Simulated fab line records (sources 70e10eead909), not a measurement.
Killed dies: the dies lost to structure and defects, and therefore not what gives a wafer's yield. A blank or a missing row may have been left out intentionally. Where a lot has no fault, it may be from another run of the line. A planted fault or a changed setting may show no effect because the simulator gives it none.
8D (eight disciplines) problem report, filled in by code :: flow nand harc :: the parts of the form that need people (team, actions taken, sign-off) are left out

== 1. THE ISSUE ==
Wafers without a fault read 78, standard deviation 24; raw defect count at NHARC_A_CHANNEL_HOLE_D1_INSPECT_40 reads a mean of 439 on 3 wafers belonging to 2 lots. Relative to the usual mean, that is a shift of +15 standard deviations.
Earliest sighting: wafer L772.2 on defect inspect-02 at day 15 15:32. Wafers with a number at this step in the record: 36, from 12 lots. By rule, "out" or "out of limits" means more than 4 standard deviations away from the usual mean. Any other wafer with a number is counted as sound.

== 2. WHAT IT IS, AND WHAT IT ISN'T ==
question: which readings at this step
is: raw defect count
is not: -

question: which lots
is: L772, L773
is not: L756, L757, L758, L759, L760, L762, L766, L767, L768, L770

question: which wafers of those lots
is: L772.2, L773.2, L773.4
is not: L772.1, L772.6, L773.5

question: read on which gauges
is: defect inspect-01, defect inspect-02
is not: -

question: when
is: from day 15 15:32
is not: up to then (32 sound wafers); but 1 sound wafer of L773 came after

== 3. SUSPECTS, AND WHAT RULES EACH OUT ==
Counting: if a tool at a process step up to the reading ran every lot that is out, it stays a suspect. Sound lots after the first of them don't rule it out here, since some wafers of a struck lot are sound.
- the gauge at NHARC_A_CHANNEL_HOLE_D1_INSPECT_40 is ruled out. 2 gauges (defect inspect-01, defect inspect-02) read the wafers that are out.
- har etch-02 at NHARC_A_CHANNEL_HOLE_D1_ETCH_22 (etches the open film in C4F8/O2/Ar, time 666.7 s, target depth 1600 nm): kept. Every lot that is out went through it, the first being L772 (day 15 10:42); the last sound lot it ran before that was L770 (day 14 13:31).
- At NHARC_A_CHANNEL_HOLE_D1_ETCH_22 on har etch-02, chamber 1 took the sound wafers of the same lots and chamber 0 took the wafers that are out.
After counting, what remains is har etch-02 at NHARC_A_CHANNEL_HOLE_D1_ETCH_22.

== 4. THE CAUSE (what the simulator had put in) ==
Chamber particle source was har etch-02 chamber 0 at NHARC_A_CHANNEL_HOLE_D1_ETCH_22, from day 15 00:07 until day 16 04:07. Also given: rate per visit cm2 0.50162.
Counting left only this tool.

== 5. THE EFFECT CHAIN, in route order ==
Each row: a reading whose mean over the struck wafers that have a number lies more than 3 standard deviations from the usual. Only readings for which the record gives a usual standard deviation are gone through. hours: the time from each lot's start at the first step in this table that gives one to its start at this step, as a median over the lots. sigmas: the change in usual standard deviations.
hours: 0
step: NHARC_A_CHANNEL_HOLE_D1_INSPECT_40
reading: raw defect count
usual: 78
on struck wafers: 439
change: +361
sigmas: +15

hours: 368
step: NHARC_END_SORT_01
reading: killed at array
usual: 65
on struck wafers: 143
change: +78
sigmas: +4.1

hours: 368
step: NHARC_END_SORT_01
reading: killed dies
usual: 69
on struck wafers: 148
change: +79
sigmas: +4.2

== 6. WHAT WOULD HAVE CAUGHT IT SOONER ==
In this record the first reading out of limits at a measuring or inspecting step was taken at day 15 15:32, 15 hours after the fault began at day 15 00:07.
No tool reading at NHARC_A_CHANNEL_HOLE_D1_ETCH_22 that has a usual standard deviation in the record was out on any struck wafer, so an alarm limit of 4 standard deviations on those readings would not have fired.
L773, from the lots that are out (2), started NHARC_A_CHANNEL_HOLE_D1_ETCH_22 on har etch-02 later than day 15 15:32. Holding the tool at that time would have saved it.
